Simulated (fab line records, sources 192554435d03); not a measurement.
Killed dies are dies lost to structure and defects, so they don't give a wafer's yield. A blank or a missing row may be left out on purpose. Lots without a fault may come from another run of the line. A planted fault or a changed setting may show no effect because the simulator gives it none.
Chamber matching | flow n5_finfet | N5_PMOS_HMC_CHANNEL_EPI_DESCUM_14 on rie_diel-04: 4 sister chambers
The step chemistry O2, time 7.9 s. 18 wafers are shown with their chamber, then 9 later ones without.

WAFERS WITH THEIR CHAMBER
wafer  | chamber | drypump_motor_current_A (A) | throttle_valve_pct (%) | showerhead_plenum_p_Torr (Torr)
L076.1 | 2       | 4.9                         | 20.4                   | 2.16
L076.2 | 0       | 5.3                         | 20.3                   | 2.01
L076.6 | 0       | 5.3                         | 20.3                   | 2.01
L079.3 | 2       | 4.9                         | 20.4                   | 2.16
L079.4 | 0       | 5.3                         | 20.3                   | 2.00
L079.6 | 2       | 4.9                         | 20.4                   | 2.16
L084.1 | 2       | 4.9                         | 20.4                   | 2.15
L084.3 | 1       | 6.2                         | 20.7                   | 2.01
L084.6 | 0       | 5.2                         | 20.3                   | 2.00
L085.1 | 1       | 6.2                         | 20.7                   | 2.01
L085.2 | 0       | 5.3                         | 20.3                   | 2.00
L085.6 | 1       | 6.2                         | 20.7                   | 2.01
L088.2 | 1       | 6.2                         | 20.7                   | 2.01
L088.3 | 3       | 5.0                         | 19.7                   | 2.11
L088.6 | 2       | 4.9                         | 20.5                   | 2.15
L090.1 | 2       | 4.9                         | 20.5                   | 2.15
L090.4 | 3       | 5.0                         | 19.7                   | 2.11
L090.6 | 2       | 4.9                         | 20.4                   | 2.15

SIGNATURES (means of the wafers above)
reading                  | chamber 0 | chamber 1 | chamber 2 | chamber 3 | scatter within a chamber
drypump_motor_current_A  | 5.280     | 6.200     | 4.900     | 5.000     | 0.0239
throttle_valve_pct       | 20.300    | 20.700    | 20.429    | 19.700    | 0.0319
showerhead_plenum_p_Torr | 2.0040    | 2.0100    | 2.1543    | 2.1100    | 0.00456
Rule: a wafer's distance from a chamber is the root of the sum, over the readings, of the square of ((its reading less the chamber's mean) divided by the reading's scatter). The wafer belongs to the nearest chamber; if the next one is less than 2 further off, it can't be placed. The scatter: the root of (the sum of the squares of (reading less its chamber's mean) over the shown wafers, divided by (wafers less chambers)).

WAFERS WITHOUT THEIR CHAMBER
wafer  | drypump_motor_current_A (A) | throttle_valve_pct (%) | showerhead_plenum_p_Torr (Torr)
L091.1 | 6.2                         | 20.7                   | 2.01
L091.3 | 5.0                         | 19.7                   | 2.10
L091.4 | 5.3                         | 20.3                   | 2.00
L092.1 | 6.2                         | 20.7                   | 2.00
L092.4 | 5.0                         | 19.7                   | 2.10
L092.5 | 6.2                         | 20.7                   | 2.00
L093.1 | 4.9                         | 20.4                   | 2.15
L093.4 | 6.2                         | 20.7                   | 2.00
L093.5 | 5.0                         | 19.7                   | 2.10

WHICH CHAMBER EACH WENT THROUGH
wafer  | from the rows above | in truth
L091.1 | 1                   | 1
L091.3 | 3                   | 3
L091.4 | 0                   | 0
L092.1 | 1                   | 1
L092.4 | 3                   | 3
L092.5 | 1                   | 1
L093.1 | 2                   | 2
L093.4 | 1                   | 1
L093.5 | 3                   | 3
Placed correctly: 9 of 9. Can't be placed from these rows: 0. Placed wrongly: 0.
